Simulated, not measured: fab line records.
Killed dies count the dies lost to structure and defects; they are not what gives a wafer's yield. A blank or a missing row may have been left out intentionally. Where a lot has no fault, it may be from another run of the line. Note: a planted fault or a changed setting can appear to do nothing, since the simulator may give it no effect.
Which tool did it?	flow n5-finfet	33 wafers from 12 lots sampled at 5 of the route's 1938 steps

## WHAT EACH GAUGE READ, for each wafer
N5_BEOL_M8_INSPECT_58: inspects for defects (darkfield).
lot	measured	on	raw-defect-count
L989	day 11 05:16	defect-inspect-01	49 60 41
L991	day 12 14:35	defect-inspect-02	74 40 36
L994	day 12 18:17	defect-inspect-02	115 65 99
L995	day 13 07:29	defect-inspect-01	94 112 66
L999	day 13 17:46	defect-inspect-02	67 69 81
L103	day 14 15:31	defect-inspect-02	50 73
L104	day 15 16:07	defect-inspect-01	93 41 88
L105	day 16 03:23	defect-inspect-02	78 62
L107	day 16 03:56	defect-inspect-02	120 66
L108	day 16 04:07	defect-inspect-01	77 39 43
L111	day 17 07:56	defect-inspect-01	74 96 101
L109	day 18 03:05	defect-inspect-01	64 85 70

N5_BEOL_M9_THK_MEAS_01.
lot	measured	on	M9_ILD_THK (nm)
L989	day 11 05:54	film-metro-02	266 268 270
L991	day 12 15:43	film-metro-02	267 267 273
L994	day 12 19:19	film-metro-02	261 266 270
L995	day 13 08:06	film-metro-01	269 271 269
L999	day 13 18:53	film-metro-01	264 262 269
L103	day 14 16:08	film-metro-02	189 187
L104	day 15 16:45	film-metro-02	267 269 268
L105	day 16 04:01	film-metro-01	263 189
L107	day 16 04:34	film-metro-02	262 184
L108	day 16 04:44	film-metro-02	266 271 272
L111	day 17 09:17	film-metro-01	266 264 264
L109	day 18 03:43	film-metro-02	267 273 276

## EACH LOT AND THE TOOL THAT RAN IT (in order: tool; ch and the chambers of the sampled wafers; start)
lot	N5_BEOL_M8_DEP_56	N5_BEOL_M9_ILD_DEP_00	N5_BEOL_M9_CURE_71
L989	pecvd-04 ch 0,1, day 11 05:11	pecvd-01 ch 1,2, day 11 05:19	uv-cure-02 ch 2, day 11 05:28
L991	pecvd-03 ch 0,1, day 12 14:30	pecvd-02 ch 0,1,2, day 12 14:38	uv-cure-03 ch 2, day 12 14:43
L994	pecvd-04 ch 1,2, day 12 18:11	pecvd-01 ch 0,1, day 12 18:19	uv-cure-02 ch 0, day 12 18:58
L995	pecvd-04 ch 0,1,2, day 13 07:23	pecvd-04 ch 0,2, day 13 07:31	uv-cure-02 ch 0, day 13 07:45
L999	pecvd-04 ch 0,1,2, day 13 17:41	pecvd-01 ch 0,2, day 13 17:49	uv-cure-03 ch 1, day 13 17:53
L103	pecvd-03 ch 0,2, day 14 15:26	pecvd-01 ch 0,1, day 14 15:34	uv-cure-02 ch 0, day 14 15:52
L104	pecvd-03 ch 0,1, day 15 16:00	pecvd-04 ch 0,2, day 15 16:09	uv-cure-01 ch 0, day 15 16:19
L105	pecvd-04 ch 0,1, day 16 03:18	pecvd-01 ch 0,2, day 16 03:26	uv-cure-03 ch 2, day 16 03:31
L107	pecvd-04 ch 1, day 16 03:50	pecvd-01 ch 0,2, day 16 03:58	uv-cure-01 ch 0, day 16 04:02
L108	pecvd-03 ch 0,2, day 16 04:01	pecvd-02 ch 0,2, day 16 04:09	uv-cure-03 ch 0, day 16 04:14
L111	pecvd-03 ch 0,1, day 17 07:50	pecvd-04 ch 0,1,2, day 17 07:59	uv-cure-03 ch 0, day 17 08:17
L109	pecvd-01 ch 0,2, day 18 02:59	pecvd-02 ch 0,1, day 18 03:08	uv-cure-02 ch 1, day 18 03:13
- N5_BEOL_M8_DEP_56: deposits SiCN from 3MS/NH3, target thk 10 nm, time 17.5 s.
- N5_BEOL_M9_ILD_DEP_00: deposits SiCOH lowk from DEMS/porogen, target thk 308.51 nm, time 58 s.
- N5_BEOL_M9_CURE_71: cures SiCOH lowk, time 240 s.

## WHAT THE TOOLS THEMSELVES READ (means of the sampled wafers that have a number; where no wafer has one, the mark that the record gives instead)
N5_BEOL_M8_DEP_56.
lot	tool	showerhead-plenum-p-Torr (Torr)	throttle-valve-pct (%)
L989	pecvd-04	3.690	9.5
L991	pecvd-03	3.660	9.2
L994	pecvd-04	3.676	9.7
L995	pecvd-04	3.686	9.3
L999	pecvd-04	3.683	9.4
L103	pecvd-03	3.658	8.8
L104	pecvd-03	3.664	9.4
L105	pecvd-04	3.688	9.7
L107	pecvd-04	3.676	10.1
L108	pecvd-03	3.659	8.8
L111	pecvd-03	3.650	9.3
L109	pecvd-01	3.653	9.3

N5_BEOL_M9_ILD_DEP_00.
lot	tool	heater-power-w (W)	run-length-s (s)	showerhead-plenum-p-Torr (Torr)	throttle-valve-pct (%)
L989	pecvd-01	352	100.9	5.726	13.7
L991	pecvd-02	274	100.5	5.748	13.5
L994	pecvd-01	275	101.5	5.713	14.0
L995	pecvd-04	294	101.1	5.774	13.8
L999	pecvd-01	365	101.1	5.735	14.3
L103	pecvd-01	283	84.1	5.728	13.9
L104	pecvd-04	284	100.6	5.778	13.7
L105	pecvd-01	362	92.2	5.728	14.7
L107	pecvd-01	337	92.0	5.733	14.2
L108	pecvd-02	253	100.2	5.755	13.5
L111	pecvd-04	316	101.2	5.765	14.4
L109	pecvd-02	245	100.6	5.755	13.6

N5_BEOL_M9_CURE_71.
lot	tool	lamp-power-pct (%)	wafer_temp_C_max
L989	uv-cure-02	52.27	387.4
L991	uv-cure-03	52.35	386.3
L994	uv-cure-02	52.28	387.4
L995	uv-cure-02	52.31	387.0
L999	uv-cure-03	52.29	386.8
L103	uv-cure-02	52.32	386.8
L104	uv-cure-01	52.31	386.1
L105	uv-cure-03	52.31	386.1
L107	uv-cure-01	52.30	386.1
L108	uv-cure-03	52.30	385.9
L111	uv-cure-03	52.27	386.0
L109	uv-cure-02	52.25	387.1

## THE ANSWER, worked out from the rows above alone
Rule: the lots themselves supply what counts as usual. The widest of any qualifying gaps counts: lots, ordered by their means at a reading, are off when they make up no more than a third of the lots, leave a main group of 4 or more, and stand apart from it by 3 or more times the standard deviation of that group's means. Not used: any main group whose means are identical at the precision the tables above print for the reading. Also off: a lot with no number at a reading for which 4 or more lots have one. Where the step has rows for the other lots, those lots are counted as sound. After the gauges, taken in route order, come the tools' own readings; for these a lot's mean is taken, as printed above. The first step at which some lot is off is used, and at that step the reading that is off furthest; a lot without a number counts as furthest.
Off: at N5_BEOL_M9_THK_MEAS_01 (M9_ILD_THK), L103, L105, L107. Mean 268 nm and standard deviation 2.3 in the main group.
A tool fits if, at a process step before that reading, it ran every lot that is off, and no sound lot after the first of them. The gauges at N5_BEOL_M9_THK_MEAS_01 aren't tried: what is off there is off at N5_BEOL_M9_ILD_DEP_00 too, on other tools, and a gauge's error can't cause that. One fits: pecvd-01 at N5_BEOL_M9_ILD_DEP_00. A fault onset in the window from L999 (day 13 17:49, its last sound lot) to L103 (day 14 15:34, its first lot off) fits.
On the lots that are off, the tool's own readings at N5_BEOL_M9_ILD_DEP_00 differ by more than 5 times the standard deviation of the sound lots' means, which bears it out; run-length-s reads 89.4 s there versus 100.9 s on the sound lots.

## WHAT HAD BEEN PUT IN BY THE SIMULATOR
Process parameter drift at N5_BEOL_M9_ILD_DEP_00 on pecvd-01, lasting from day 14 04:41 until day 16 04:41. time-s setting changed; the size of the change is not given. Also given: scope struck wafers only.
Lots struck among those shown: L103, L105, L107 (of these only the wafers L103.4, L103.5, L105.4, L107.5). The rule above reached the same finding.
